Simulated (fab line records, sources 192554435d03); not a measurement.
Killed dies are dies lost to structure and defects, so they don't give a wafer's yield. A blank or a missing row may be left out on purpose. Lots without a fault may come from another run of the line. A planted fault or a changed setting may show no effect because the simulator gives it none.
fab line records | flow n5_finfet
record lots=20 wafers=60 last_day=17
route steps=1938 shown BEOL_M3@971
lots that met no fault: from a run of the same line without faults
start_h: hours from the record's first day to the start of the lot's first wafer shown | wait_h: hours since the lot's step before | " the same as in the row above | L1.1+2: a row that stands for several wafers | - no value, or no start given | * or withheld: withheld | < > ~ a bound
route shown NAME@n: a module of which the file shows steps, and the number in the route of the first | usual: mean/standard deviation of fault-free wafers | same: alike in all rows | chamber/n: place in a boat | sites: the reading at each site | _std_site: their standard deviation | _edge_site: outer sites' mean less inner sites' | radius_mm: how far each site lies from the wafer's centre | mask NAME#n: copy n | behind: the tool/chamber that last shaped the wafer | hold: why the lot was held/for how many hours/how that ended | device: the transistor (n, p or np) that didn't switch | end of line: the same wafers' tests at the end of the route | a step without rows: its recipe alone | killed: dies lost to structure and defects at the first sort, not the wafer's yield | map: a wafer's dies, x killed, . not, _ none there
set.NAME: the setting as run; set.NAME@STEP: as run at that earlier step | model.NAME: the simulator's own value behind a step, which no gauge read
steps of the route over a sample of lots; a table a step, a row a wafer
services: from which hour (start_h, from the record's first day; less than 0 if before it) a tool's chamber was out of use, for how many hours, and why
## steps
# step N5_BEOL_M3_ETCH_69
# recipe chemistry=CF4 target=SiARC target_depth_a=156 mask_material=CAR-EUV time_s=26 ion_energy_ev=80 pressure_mtorr=40 source_w=545 bias_w=36 Ar_flow_sccm=100 cf4_flow_sccm=100 ends=cleared
# usual bias_w=35.97/0.11 chamber_pressure_mTorr=40.00/0.036 drypump_motor_current_A=5.6/0.53 etch_rf_on_time_s=25.7/0.65 mfc_ar_sccm=99.90/0.28 oes_product_au=0.66/0.086 rf_vpp_V=183.6/1.1 showerhead_plenum_p_Torr=2.11/0.066 throttle_valve_pct=15.54/0.25
# columns lot.wafer tool chamber start_h wait_h bias_w chamber_pressure_mTorr drypump_motor_current_A etch_rf_on_time_s mfc_ar_sccm oes_product_au rf_hours_counter_h rf_vpp_V showerhead_plenum_p_Torr throttle_valve_pct
L074.4 rie_diel-04 0 143.86 0.0 36.01 39.98 5.1 25.5 100.37 0.62 197 182.7 2.04 15.52
L074.5 " 3 " " 36.04 39.96 6.0 25.5 99.74 0.68 - 181.9 2.07 15.62
L074.6 " 2 " " 35.81 40.02 6.3 24.9 99.65 0.62 - 182.9 2.12 15.88
L075.2 rie_diel-04 2 154.05 0.0 36.04 39.97 6.3 25.2 100.22 0.62 210 183.4 2.12 15.90
L075.3 " 0 " " 36.10 39.99 5.1 25.7 99.91 0.62 200 182.1 2.04 15.52
L075.4 " 3 " " 35.91 40.04 6.1 26.2 99.84 0.66 118 182.3 2.07 15.63
L076.1 rie_diel-05 1 157.90 0.0 35.91 39.97 5.8 27.3 99.93 0.58 231 181.9 2.02 15.55
L076.3 " 0 " " 35.95 40.03 5.5 25.9 100.25 0.77 36 184.4 2.18 15.05
L076.4 " 3 " " 36.26 39.99 5.0 25.6 99.88 0.59 243 183.9 2.10 15.38
L077.2 rie_diel-04 3 158.94 0.0 35.78 40.01 6.1 25.8 100.08 0.67 120 183.9 2.07 15.63
L077.4 " 0 " " 35.99 39.94 5.1 25.8 100.40 0.61 202 183.2 2.04 15.52
L077.5 " 0 " " 35.88 40.00 5.1 25.7 99.65 0.61 - 183.5 2.04 15.54
L079.2 rie_diel-04 1 177.84 0.0 35.90 40.00 5.0 26.5 99.48 0.61 167 183.7 2.05 15.61
L079.3 " 2 " " 35.81 39.99 6.3 25.2 100.47 0.61 217 183.2 2.12 15.93
L079.5 " 0 " " 35.86 40.01 5.1 25.8 99.92 0.61 - 184.0 2.03 15.53
L080.1 rie_diel-04 2 181.06 0.0 35.89 40.01 6.3 25.1 99.73 0.61 219 184.5 2.12 15.92
L080.5 " 0 " " 35.91 40.01 5.1 25.8 100.38 0.61 - 180.9 2.03 15.53
L080.6 " 1 " " 36.01 40.01 5.0 26.3 100.43 0.61 - 183.6 2.05 15.63
L081.2 rie_diel-04 3 182.70 0.0 36.06 40.04 6.0 25.5 100.14 0.66 127 182.8 2.07 15.65
L081.3 " 0 " " 35.90 39.96 5.1 25.7 99.98 0.61 210 182.5 2.03 15.53
L081.5 " 1 " " 36.07 39.97 5.0 26.3 100.09 0.61 - 182.6 2.05 15.63
L083.1 rie_diel-05 0 201.05 0.0 35.82 39.94 5.5 25.8 99.67 0.76 52 184.7 2.17 15.08
L083.2 " 1 " " 36.21 39.98 5.8 27.9 100.11 0.57 247 182.6 2.02 15.57
L083.5 " 2 " " 35.80 40.03 5.7 26.2 99.69 0.56 - 185.1 2.20 15.49
L084.1 rie_diel-03 1 206.10 0.0 35.85 39.94 4.9 25.7 99.69 0.73 55 186.2 2.25 15.75
L084.2 " 3 " " 35.92 39.99 5.4 24.9 100.09 0.83 8 184.3 2.11 15.48
L084.4 " 1 " " 36.01 39.96 4.9 25.5 99.91 0.73 - 185.1 2.25 15.74
L085.2 rie_diel-05 1 212.37 0.0 35.91 39.98 5.8 27.9 100.02 0.57 250 183.6 2.02 15.59
L085.5 " 1 " " 35.91 39.99 5.8 27.8 100.12 0.57 - 182.0 2.02 15.58
L085.6 " 2 " " 35.76 39.98 5.7 26.2 100.26 0.56 - 183.8 2.20 15.50
L086.1 rie_diel-05 0 219.46 0.0 36.07 40.01 5.5 25.7 100.30 0.75 58 185.2 2.17 15.10
L086.3 " 2 " " 36.08 40.00 5.7 26.3 99.69 0.56 252 184.5 2.20 15.50
L086.4 " 0 " " 36.24 40.04 5.6 25.9 99.91 0.74 - 185.3 2.17 15.12
L087.3 rie_diel-03 2 226.93 0.0 35.96 39.99 6.6 25.7 99.51 0.65 172 184.7 2.20 15.51
L087.4 " 1 " " 35.81 39.98 4.9 25.5 99.58 0.72 63 185.1 2.25 15.76
L087.6 " 1 " " 36.11 40.00 4.9 25.7 99.74 0.72 - 185.7 2.25 15.76
L088.3 rie_diel-03 1 228.23 0.0 36.21 40.01 4.9 25.7 100.03 0.72 63 184.8 2.25 15.75
L088.5 " 0 " " 36.02 39.99 5.6 24.9 99.70 0.85 - 184.1 2.10 15.38
L088.6 " 3 " " 35.99 39.99 5.4 25.1 99.67 0.81 - 182.5 2.11 15.50
L090.3 rie_diel-04 0 245.20 0.0 35.90 40.08 5.1 25.6 99.39 0.59 229 182.9 2.03 15.59
L090.5 " 2 " " 36.05 39.99 6.3 25.3 99.53 0.60 - 182.5 2.11 15.95
L090.6 " 3 " " 35.99 40.00 6.1 25.6 100.09 0.65 - 183.3 2.06 15.69
L091.1 rie_diel-03 0 253.62 0.0 36.07 40.05 5.6 25.3 100.36 0.80 12 181.9 2.10 15.40
L091.4 " 0 " " 35.94 40.00 5.7 25.3 99.75 0.81 - 183.5 2.10 15.40
L091.5 " 2 " " 36.11 39.99 6.6 26.4 99.89 0.63 - 186.4 2.20 15.55
L092.1 rie_diel-03 3 253.88 0.0 35.82 40.04 5.5 24.6 100.62 0.79 25 182.0 2.10 15.50
L092.3 " 2 " " 36.02 40.02 6.6 26.1 99.64 0.64 178 185.1 2.20 15.53
L092.6 " 0 " " 35.98 40.00 5.6 25.0 99.92 0.80 - 181.9 2.10 15.39
L094.1 rie_diel-04 1 260.24 0.0 36.02 39.99 5.0 26.4 100.05 0.60 190 183.4 2.05 15.67
L094.2 " 3 " " 35.99 39.96 6.1 25.8 99.61 0.65 151 181.8 2.06 15.68
L094.6 " 3 " " 35.94 39.98 6.1 25.8 99.45 0.64 - 183.0 2.06 15.71
L095.1 rie_diel-04 2 271.46 0.0 36.07 40.03 6.3 25.0 100.06 0.59 246 183.7 2.11 15.96
L095.5 " 1 " " 35.94 39.98 5.0 26.7 99.89 0.59 - 182.6 2.04 15.67
L095.6 " 0 " " 36.13 39.99 5.1 25.6 99.36 0.59 - 181.6 2.02 15.58
L096.1 rie_diel-05 3 275.25 0.0 35.84 39.98 5.0 24.7 99.98 0.80 24 184.2 2.09 14.94
L096.2 " 1 " " 36.01 39.99 5.8 26.7 99.71 0.80 11 185.4 2.27 15.11
L096.6 " 0 " " 35.93 40.02 5.5 25.8 99.98 0.72 - 185.9 2.16 15.13
L097.1 rie_diel-04 2 286.09 0.0 36.04 40.01 6.3 25.2 99.85 0.59 250 184.4 2.11 15.98
L097.3 " 0 " " 36.06 40.00 5.1 25.7 99.97 0.59 241 181.9 2.02 15.60
L097.5 " 2 " " 36.01 40.06 6.3 25.1 99.86 0.59 - 184.3 2.11 15.97
# step N5_BEOL_M3_ETCHBACK_99
# recipe chemistry=CHF3 target=SiO2 target_depth_a=50 time_s=10.4 source_w=215 bias_w=47 Ar_flow_sccm=200 CHF3_flow_sccm=12 ion_energy_ev=100 pressure_mtorr=30
# usual bias_w=46.98/0.13 chamber_pressure_mTorr=30.000/0.028 drypump_motor_current_A=5.5/0.5 mfc_ar_sccm=200.0/0.67 oes_product_au=0.80/0.11 rf_vpp_V=238/4.5 showerhead_plenum_p_Torr=2.13/0.082 throttle_valve_pct=16.92/0.26
# columns lot.wafer tool chamber start_h wait_h bias_w chamber_pressure_mTorr drypump_motor_current_A mfc_ar_sccm oes_product_au rf_hours_counter_h rf_vpp_V showerhead_plenum_p_Torr throttle_valve_pct
L074.4 rie_diel-03 2 144.53 0.2 46.90 29.995 6.6 199.9 0.77 143 242 2.23 16.93
L074.5 " 3 " " 46.88 29.986 5.4 199.4 0.69 - 235 2.12 17.39
L074.6 " 0 " " 47.19 30.008 5.7 199.3 0.69 - 234 2.11 17.23
L075.2 rie_diel-05 1 157.49 3.3 46.80 30.075 5.8 199.4 0.69 231 240 2.04 17.06
L075.3 " 0 " " 47.14 29.997 5.5 200.3 0.91 36 240 2.19 16.52
L075.4 " 3 " " 46.63 29.994 5.0 201.3 0.68 243 234 2.11 16.83
L076.1 rie_diel-03 0 160.61 2.6 46.99 29.999 5.6 199.9 0.68 236 235 2.11 17.25
L076.3 " 3 " " 47.06 30.003 5.4 201.2 0.69 250 237 2.12 17.41
L076.4 " 2 " " 47.23 30.020 6.6 200.3 0.78 147 242 2.23 16.94
L077.2 rie_diel-04 1 162.29 3.1 46.71 30.006 5.0 200.5 0.73 163 233 2.06 17.09
L077.4 " 0 " " 46.89 30.068 5.1 199.7 0.72 203 246 2.04 16.95
L077.5 " 1 " " 46.93 30.011 5.0 199.3 0.72 - 231 2.06 17.08
L079.2 rie_diel-05 0 178.05 0.1 47.09 29.984 5.5 200.6 0.89 42 241 2.19 16.54
L079.3 " 2 " " 47.06 29.960 5.7 198.4 0.66 236 242 2.21 16.83
L079.5 " 0 " " 46.85 29.998 5.5 201.1 0.90 - 240 2.19 16.54
L080.1 rie_diel-03 1 187.28 5.8 47.01 30.006 4.9 200.1 0.86 47 242 2.26 17.16
L080.5 " 1 " " 47.06 29.999 4.9 199.4 0.86 - 242 2.26 17.18
L080.6 " 2 " " 46.93 29.978 6.6 200.1 0.76 - 242 2.23 16.95
L081.2 rie_diel-05 2 188.43 5.6 47.08 29.981 5.7 200.4 0.66 241 240 2.21 16.85
L081.3 " 1 " " 46.92 29.959 5.8 199.3 0.69 242 239 2.04 17.09
L081.5 " 1 " " 46.92 30.028 5.8 199.0 0.67 - 238 2.04 17.11
L083.1 rie_diel-03 3 205.33 3.5 47.05 30.039 5.4 200.6 0.96 8 235 2.12 16.95
L083.2 " 1 " " 46.81 29.960 4.9 199.7 0.85 54 242 2.26 17.17
L083.5 " 1 " " 46.88 29.980 4.9 199.9 0.86 - 244 2.26 17.18
L084.1 rie_diel-04 1 206.53 0.3 47.25 30.028 5.0 199.8 0.71 175 231 2.06 17.11
L084.2 " 3 " " 47.23 29.992 6.1 201.1 0.76 134 234 2.06 17.02
L084.4 " 0 " " 47.15 30.034 5.1 201.2 0.69 218 244 2.03 16.96
L085.2 rie_diel-04 0 213.75 1.2 47.12 30.022 5.1 199.4 0.69 219 245 2.03 16.95
L085.5 " 3 " " 47.03 29.990 6.1 199.5 0.77 - 234 2.06 17.03
L085.6 " 0 " " 46.86 29.987 5.1 199.2 0.69 - 243 2.03 16.94
L086.1 rie_diel-03 2 221.28 1.5 47.09 30.005 6.6 199.2 0.74 171 242 2.22 16.98
L086.3 " 0 " " 47.03 29.951 5.6 199.1 0.98 0 236 2.11 16.82
L086.4 " 1 " " 46.87 30.017 4.9 200.4 0.85 61 242 2.26 17.20
L087.3 rie_diel-03 2 233.14 6.1 47.02 29.987 6.6 199.4 0.75 174 243 2.22 17.00
L087.4 " 1 " " 46.86 30.018 4.9 199.0 0.84 65 242 2.26 17.20
L087.6 " 0 " " 47.01 30.039 5.6 199.7 0.96 - 234 2.11 16.82
L088.3 rie_diel-04 1 236.03 7.7 47.05 29.951 5.0 199.6 0.70 183 231 2.06 17.13
L088.5 " 0 " " 47.13 30.006 5.1 201.3 0.69 - 244 2.03 16.99
L088.6 " 3 " " 46.85 30.036 6.1 200.1 0.76 - 232 2.05 17.02
L090.3 rie_diel-05 3 247.39 2.1 46.91 29.988 5.0 201.2 0.94 15 235 2.10 16.40
L090.5 " 1 " " 47.09 29.995 5.8 201.1 0.97 - 242 2.30 16.65
L090.6 " 3 " " 47.08 30.017 5.0 201.7 0.94 - 233 2.10 16.40
L091.1 rie_diel-05 3 254.01 0.3 46.99 29.991 5.0 199.3 0.94 18 233 2.10 16.38
L091.4 " 3 " " 46.95 29.993 5.0 200.0 0.93 - 233 2.10 16.39
L091.5 " 1 " " 47.06 30.015 5.8 200.0 0.96 - 242 2.30 16.65
L092.1 rie_diel-05 1 260.11 6.1 47.05 29.998 5.8 200.5 0.95 7 243 2.30 16.66
L092.3 " 3 " " 47.04 30.032 5.0 199.0 0.93 20 233 2.10 16.40
L092.6 " 0 " " 47.21 30.025 5.5 199.4 0.84 - 239 2.18 16.60
L094.1 rie_diel-05 2 265.33 5.0 47.05 29.999 5.7 200.6 1.00 1 240 2.20 16.44
L094.2 " 0 " " 46.91 29.961 5.5 200.6 0.84 75 240 2.18 16.58
L094.6 " 0 " " 47.07 29.991 5.5 200.3 0.83 - 240 2.18 16.59
L095.1 rie_diel-05 3 272.39 0.6 46.87 29.986 5.0 200.4 0.92 23 233 2.10 16.41
L095.5 " 3 " " 47.08 30.002 5.0 199.4 0.92 - 234 2.10 16.42
L095.6 " 2 " " 47.06 30.027 5.7 199.9 1.00 - 241 2.20 16.47
L096.1 rie_diel-04 3 275.63 0.2 47.14 30.024 6.1 198.7 0.75 156 233 2.05 17.06
L096.2 " 1 " " 46.89 30.025 5.0 200.0 0.69 194 231 2.05 17.12
L096.6 " 0 " " 47.05 29.993 5.1 198.8 0.69 - 245 2.02 17.00
L097.1 rie_diel-04 0 301.41 15.2 46.65 29.971 5.1 199.9 0.68 247 245 2.02 17.01
L097.3 " 3 " " 46.95 29.992 6.1 201.6 0.74 165 232 2.05 17.09
L097.5 " 0 " " 46.82 29.994 5.1 200.2 0.68 - 246 2.02 17.03
# step N5_BEOL_M3_VIA_ETCH_34
# recipe chemistry=C4F6/O2 target_depth_a=694 mask_material=SOC pressure_mtorr=15 ion_energy_ev=250 taper_deg=4 time_s=65.9 source_w=350 bias_w=170 Ar_flow_sccm=300 C4F6_flow_sccm=10 O2_flow_sccm=10
# usual bias_w=170.0/0.47 chamber_pressure_mTorr=15.001/0.013 drypump_motor_current_A=5.5/0.5 mfc_ar_sccm=299.9/0.9 oes_product_au=0.80/0.11 rf_vpp_V=658/12 showerhead_plenum_p_Torr=2.82/0.1 throttle_valve_pct=30.5/0.31
# columns lot.wafer tool chamber start_h wait_h bias_w chamber_pressure_mTorr drypump_motor_current_A mfc_ar_sccm oes_product_au rf_hours_counter_h rf_vpp_V showerhead_plenum_p_Torr throttle_valve_pct
L074.4 rie_diel-03 2 144.66 0.0 170.1 15.005 6.6 299.5 0.78 143 670 2.94 30.3
L074.5 " 3 " " 169.9 14.988 5.4 298.5 0.69 - 653 2.80 31.2
L074.6 " 0 " " 169.9 14.994 5.6 300.6 0.70 - 648 2.79 30.8
L075.2 rie_diel-05 1 157.63 0.0 169.8 15.012 5.8 300.2 0.69 231 659 2.70 30.8
L075.3 " 0 " " 170.8 15.012 5.5 299.8 0.90 36 664 2.89 30.2
L075.4 " 3 " " 169.9 14.987 5.0 301.0 0.68 243 647 2.79 30.3
L076.1 rie_diel-03 0 160.75 0.0 169.4 14.996 5.6 300.2 0.69 236 650 2.79 30.8
L076.3 " 3 " " 170.3 15.022 5.4 300.3 0.69 250 653 2.80 31.2
L076.4 " 2 " " 169.8 14.989 6.6 299.6 0.77 147 669 2.94 30.3
L077.2 rie_diel-04 1 163.41 0.0 170.5 14.992 5.0 299.1 0.72 163 643 2.73 30.8
L077.4 " 0 " " 170.8 15.009 5.1 301.0 0.72 203 676 2.70 30.5
L077.5 " 1 " " 170.3 14.981 5.0 300.2 0.72 - 643 2.73 30.8
L079.2 rie_diel-05 0 178.19 0.0 169.4 14.995 5.5 299.0 0.90 42 664 2.89 30.2
L079.3 " 2 " " 170.2 14.991 5.7 300.9 0.66 236 665 2.92 30.1
L079.5 " 0 " " 170.3 14.991 5.5 300.1 0.89 - 664 2.89 30.2
L080.1 rie_diel-03 1 187.42 0.0 170.3 15.011 4.9 298.5 0.86 47 669 2.98 30.9
L080.5 " 1 " " 169.0 15.010 4.9 300.2 0.86 - 668 2.98 30.9
L080.6 " 2 " " 169.7 14.996 6.6 298.4 0.76 - 670 2.93 30.3
L081.2 rie_diel-05 2 188.57 0.0 170.2 15.007 5.7 299.8 0.66 241 666 2.92 30.1
L081.3 " 1 " " 169.9 14.973 5.8 298.8 0.67 242 661 2.70 30.8
L081.5 " 1 " " 170.7 15.003 5.8 299.9 0.68 - 661 2.70 30.8
L083.1 rie_diel-03 3 205.47 0.0 169.5 14.998 5.4 301.1 0.96 8 652 2.80 30.8
L083.2 " 1 " " 169.7 15.018 4.9 300.0 0.86 54 670 2.98 31.0
L083.5 " 1 " " 170.3 14.991 4.9 299.9 0.85 - 670 2.98 31.0
L084.1 rie_diel-04 1 206.67 0.0 170.5 15.013 5.0 299.6 0.71 175 644 2.72 30.8
L084.2 " 3 " " 170.9 14.999 6.1 299.7 0.76 135 644 2.72 30.5
L084.4 " 0 " " 171.1 14.977 5.1 300.6 0.71 218 676 2.69 30.5
L085.2 rie_diel-04 0 213.89 0.0 170.1 15.000 5.1 300.6 0.69 219 675 2.69 30.5
L085.5 " 3 " " 169.5 15.020 6.1 299.5 0.76 - 644 2.72 30.5
L085.6 " 0 " " 169.8 14.996 5.1 300.3 0.70 - 677 2.69 30.5
L086.1 rie_diel-03 2 221.41 0.0 171.0 15.003 6.6 301.1 0.74 171 668 2.93 30.4
L086.3 " 0 " " 169.8 14.994 5.6 299.4 0.98 0 648 2.79 30.6
L086.4 " 1 " " 170.4 14.991 4.9 297.8 0.84 61 670 2.97 31.0
L087.3 rie_diel-03 2 233.28 0.0 170.6 14.974 6.6 300.0 0.75 174 667 2.93 30.4
L087.4 " 1 " " 169.6 14.980 4.9 299.3 0.83 65 670 2.97 31.0
L087.6 " 0 " " 170.1 14.985 5.7 300.3 0.97 - 649 2.78 30.6
L088.3 rie_diel-04 1 236.17 0.0 169.9 14.999 5.0 300.6 0.70 183 642 2.72 30.8
L088.5 " 0 " " 170.2 15.005 5.1 300.1 0.70 - 674 2.69 30.4
L088.6 " 3 " " 170.3 15.008 6.1 299.7 0.76 - 643 2.72 30.5
L090.3 rie_diel-05 3 247.53 0.0 170.0 15.016 5.0 301.8 0.94 15 645 2.78 29.9
L090.5 " 1 " " 170.0 15.024 5.8 299.0 0.98 - 672 3.03 30.5
L090.6 " 3 " " 170.1 15.033 5.0 300.2 0.94 - 645 2.78 29.9
L091.1 rie_diel-05 3 254.15 0.0 170.0 14.990 5.0 301.2 0.94 18 644 2.78 29.9
L091.4 " 3 " " 169.8 15.015 5.0 301.8 0.93 - 646 2.78 29.9
L091.5 " 1 " " 169.8 14.982 5.8 299.6 0.96 - 670 3.03 30.5
L092.1 rie_diel-05 1 260.25 0.0 170.3 14.993 5.8 300.5 0.95 7 671 3.03 30.5
L092.3 " 3 " " 170.3 15.009 5.0 299.7 0.94 20 645 2.78 29.9
L092.6 " 0 " " 169.8 15.001 5.5 298.0 0.85 - 665 2.87 30.2
L094.1 rie_diel-05 2 265.47 0.0 169.4 15.009 5.7 300.3 1.00 1 664 2.91 30.1
L094.2 " 0 " " 170.0 15.001 5.5 299.2 0.85 75 662 2.87 30.2
L094.6 " 0 " " 169.7 14.992 5.6 300.9 0.84 - 666 2.87 30.2
L095.1 rie_diel-05 3 272.53 0.0 170.2 14.999 5.0 299.5 0.92 24 646 2.78 29.9
L095.5 " 3 " " 169.5 14.998 5.0 299.5 0.93 - 645 2.78 30.0
L095.6 " 2 " " 168.5 14.988 5.7 300.2 0.99 - 666 2.91 30.1
L096.1 rie_diel-04 3 275.76 0.0 170.6 15.023 6.1 300.9 0.75 156 645 2.71 30.5
L096.2 " 1 " " 169.6 15.024 5.0 300.0 0.69 194 642 2.72 30.8
L096.6 " 0 " " 169.2 14.984 5.1 300.2 0.69 - 677 2.68 30.5
L097.1 rie_diel-04 0 301.55 0.0 169.4 15.008 5.1 299.1 0.68 247 675 2.68 30.5
L097.3 " 3 " " 170.3 15.014 6.1 300.1 0.73 165 644 2.71 30.5
L097.5 " 0 " " 170.0 14.991 5.1 298.9 0.68 - 674 2.68 30.5
# step N5_BEOL_M3_SPUTTER_79
# recipe material=Cu target_thk_a=45 temp_c=-20 chamber_pressure_pa=0.07 power_w=withheld time_s=8.29
# usual throttle_valve_pct=29.7/1.3
# columns lot.wafer tool chamber start_h wait_h throttle_valve_pct
L074.4 pvd_sputter-01 - 146.25 0.1 29.4
L074.5 " - " " 30.3
L074.6 " - " " 28.0
L075.2 pvd_sputter-01 - 158.96 0.1 27.6
L075.3 " - " " 29.2
L075.4 " - " " 27.8
L076.1 pvd_sputter-03 - 162.73 0.1 29.2
L076.3 " - " " 31.1
L076.4 " - " " 31.8
L077.2 pvd_sputter-03 - 164.65 0.1 31.9
L077.4 " - " " 31.9
L077.5 " - " " 31.0
L079.2 pvd_sputter-02 - 179.71 0.1 30.0
L079.3 " - " " 29.9
L079.5 " - " " 30.0
L080.1 pvd_sputter-02 - 189.62 0.1 30.1
L080.5 " - " " 28.6
L080.6 " - " " 30.1
L081.2 pvd_sputter-01 - 190.00 0.1 27.6
L081.3 " - " " 30.3
L081.5 " - " " 30.3
L083.1 pvd_sputter-01 - 207.30 0.1 28.1
L083.2 " - " " 27.3
L083.5 " - " " 30.3
L084.1 pvd_sputter-01 - 209.22 0.1 27.3
L084.2 " - " " 29.6
L084.4 " - " " 28.1
L085.2 pvd_sputter-03 - 215.63 0.1 29.2
L085.5 " - " " 31.0
L085.6 " - " " 31.6
L086.1 pvd_sputter-01 - 223.17 0.1 27.7
L086.3 " - " " 28.3
L086.4 " - " " 30.4
L087.3 pvd_sputter-01 - 236.98 0.1 30.2
L087.4 " - " " 28.1
L087.6 " - " " 30.2
L088.3 pvd_sputter-03 - 238.16 0.1 31.9
L088.5 " - " " 31.1
L088.6 " - " " 31.9
L090.3 pvd_sputter-03 - 249.18 0.1 29.0
L090.5 " - " " 32.0
L090.6 " - " " 31.1
L091.1 pvd_sputter-03 - 256.22 0.1 29.1
L091.4 " - " " 29.5
L091.5 " - " " 29.0
L092.1 pvd_sputter-01 - 261.71 0.1 27.6
L092.3 " - " " 28.1
L092.6 " - " " 27.6
L094.1 pvd_sputter-03 - 268.66 0.1 29.2
L094.2 " - " " 31.8
L094.6 " - " " 31.1
L095.1 pvd_sputter-02 - 274.28 0.1 28.5
L095.5 " - " " 29.3
L095.6 " - " " 30.0
L096.1 pvd_sputter-03 - 277.53 0.1 31.1
L096.2 " - " " 29.4
L096.6 " - " " 29.3
L097.1 pvd_sputter-02 - 302.95 0.1 29.2
L097.3 " - " " 28.8
L097.5 " - " " 29.9
# step N5_BEOL_M3_ANNEAL_80
# recipe temp_c=400 time_s=240 ambient=vacuum
# usual heater_power_w=814/75 susceptor_temp_C_max=401.0/0.42
# columns lot.wafer tool chamber start_h wait_h heater_power_w susceptor_temp_C_max
L074.4 pvd_sputter-01 - 146.33 0.0 716 401.5
L074.5 " - " " 917 400.8
L074.6 " - " " 862 401.1
L075.2 pvd_sputter-01 - 159.04 0.0 883 400.7
L075.3 " - " " 689 400.7
L075.4 " - " " 832 401.2
L076.1 pvd_sputter-03 - 162.81 0.0 796 400.7
L076.3 " - " " 741 401.4
L076.4 " - " " 869 400.7
L077.2 pvd_sputter-03 - 164.73 0.0 880 401.1
L077.4 " - " " 859 400.7
L077.5 " - " " 746 401.7
L079.2 pvd_sputter-02 - 179.79 0.0 847 401.2
L079.3 " - " " 801 400.9
L079.5 " - " " 799 400.7
L080.1 pvd_sputter-02 - 189.70 0.0 814 401.0
L080.5 " - " " 875 400.5
L080.6 " - " " 827 401.8
L081.2 pvd_sputter-01 - 190.08 0.0 876 400.7
L081.3 " - " " 902 401.7
L081.5 " - " " 897 401.3
L083.1 pvd_sputter-01 - 207.38 0.0 859 400.7
L083.2 " - " " 872 400.4
L083.5 " - " " 893 400.6
L084.1 pvd_sputter-01 - 209.30 0.0 877 400.9
L084.2 " - " " 693 401.0
L084.4 " - " " 877 401.1
L085.2 pvd_sputter-03 - 215.71 0.0 833 400.8
L085.5 " - " " 762 401.6
L085.6 " - " " 862 400.7
L086.1 pvd_sputter-01 - 223.25 0.0 885 400.5
L086.3 " - " " 855 400.5
L086.4 " - " " 896 401.0
L087.3 pvd_sputter-01 - 237.06 0.0 917 401.1
L087.4 " - " " 827 401.1
L087.6 " - " " 897 401.0
L088.3 pvd_sputter-03 - 238.24 0.0 871 400.8
L088.5 " - " " 740 402.2
L088.6 " - " " 897 401.1
L090.3 pvd_sputter-03 - 249.26 0.0 820 400.8
L090.5 " - " " 882 401.5
L090.6 " - " " 751 401.8
L091.1 pvd_sputter-03 - 256.30 0.0 800 400.5
L091.4 " - " " 664 400.7
L091.5 " - " " 800 400.7
L092.1 pvd_sputter-01 - 261.79 0.0 891 401.2
L092.3 " - " " 858 401.0
L092.6 " - " " 898 400.9
L094.1 pvd_sputter-03 - 268.74 0.0 796 400.8
L094.2 " - " " 877 400.9
L094.6 " - " " 746 401.6
L095.1 pvd_sputter-02 - 274.36 0.0 871 400.7
L095.5 " - " " 783 400.5
L095.6 " - " " 818 401.5
L096.1 pvd_sputter-03 - 277.61 0.0 752 401.3
L096.2 " - " " 625 400.2
L096.6 " - " " 829 400.8
L097.1 pvd_sputter-02 - 303.03 0.0 814 400.7
L097.3 " - " " 896 400.4
L097.5 " - " " 828 400.9
# step N5_BEOL_M3_PRE_CLEAN_60
# recipe gas=NH3/H2 time_s=15 temp_c=* rf_power_w=300
# usual heater_power_w=84/18
# columns lot.wafer tool chamber start_h wait_h heater_power_w
L074.4 cvd_co-01 1 148.79 0.1 112
L074.5 " 0 " " 82
L074.6 " 2 " " 90
L075.2 cvd_co-02 0 161.34 0.0 91
L075.3 " 2 " " 83
L075.4 " 1 " " 51
L076.1 cvd_co-02 2 165.28 0.0 83
L076.3 " 1 " " 52
L076.4 " 1 " " 52
L077.2 cvd_co-02 2 167.02 0.0 83
L077.4 " 2 " " 82
L077.5 " 0 " " 89
L079.2 cvd_co-02 2 182.07 0.0 85
L079.3 " 0 " " 89
L079.5 " 0 " " 86
L080.1 cvd_co-02 0 191.98 0.0 87
L080.5 " 1 " " 52
L080.6 " 2 " " 84
L081.2 cvd_co-01 1 192.37 0.0 112
L081.3 " 2 " " 89
L081.5 " 2 " " 88
L083.1 cvd_co-01 2 209.66 0.0 90
L083.2 " 0 " " 80
L083.5 " 0 " " 83
L084.1 cvd_co-01 2 211.58 0.0 91
L084.2 " 1 " " 113
L084.4 " 0 " " 86
L085.2 cvd_co-02 1 218.10 0.1 53
L085.5 " 0 " " 87
L085.6 " 1 " " 53
L086.1 cvd_co-02 0 225.54 0.0 90
L086.3 " 1 " " 52
L086.4 " 0 " " 91
L087.3 cvd_co-02 2 239.52 0.0 84
L087.4 " 1 " " 51
L087.6 " 2 " " 85
L088.3 cvd_co-01 1 240.69 0.0 114
L088.5 " 1 " " 113
L088.6 " 2 " " 89
L090.3 cvd_co-02 1 251.55 0.0 52
L090.5 " 0 " " 87
L090.6 " 2 " " 83
L091.1 cvd_co-02 0 258.58 0.0 89
L091.4 " 1 " " 53
L091.5 " 2 " " 84
L092.1 cvd_co-01 2 264.08 0.0 90
L092.3 " 0 " " 84
L092.6 " 1 " " 111
L094.1 cvd_co-01 1 271.73 0.0 116
L094.2 " 0 " " 84
L094.6 " 2 " " 92
L095.1 cvd_co-02 0 276.66 0.0 91
L095.5 " 2 " " 84
L095.6 " 0 " " 89
L096.1 cvd_co-01 2 279.89 0.0 92
L096.2 " 1 " " 110
L096.6 " 0 " " 83
L097.1 cvd_co-01 2 305.33 0.0 93
L097.3 " 1 " " 115
L097.5 " 0 " " 84
## services
# columns tool chamber start_h hours kind
cvd_co-01 - 133.27 2.8 pm
rie_diel-03 3 162.99 - clean
rie_diel-03 3 162.99 - consumable_replace:focus_ring
rie_diel-03 3 162.99 17.8 scheduled_down
rie_diel-03 3 162.99 17.8 vent_cycle
rie_diel-05 3 180.01 - clean
rie_diel-05 3 180.01 - consumable_replace:focus_ring
rie_diel-04 1 183.48 4.8 repair
rie_diel-03 0 193.33 - clean
rie_diel-03 0 193.33 - consumable_replace:focus_ring
rie_diel-03 0 193.33 26.6 scheduled_down
rie_diel-03 0 193.33 26.6 vent_cycle
rie_diel-05 1 212.43 - clean
rie_diel-05 1 212.43 - consumable_replace:focus_ring
rie_diel-05 1 212.43 - consumable_replace:showerhead
rie_diel-05 1 212.43 30.8 scheduled_down
rie_diel-05 1 212.43 30.8 vent_cycle
rie_diel-05 2 243.42 - clean
rie_diel-05 2 243.42 - consumable_replace:focus_ring
rie_diel-05 2 243.42 18.1 scheduled_down
rie_diel-05 2 243.42 18.1 vent_cycle
rie_diel-04 2 287.02 - clean
rie_diel-04 2 287.02 - consumable_replace:focus_ring
## key
fault none
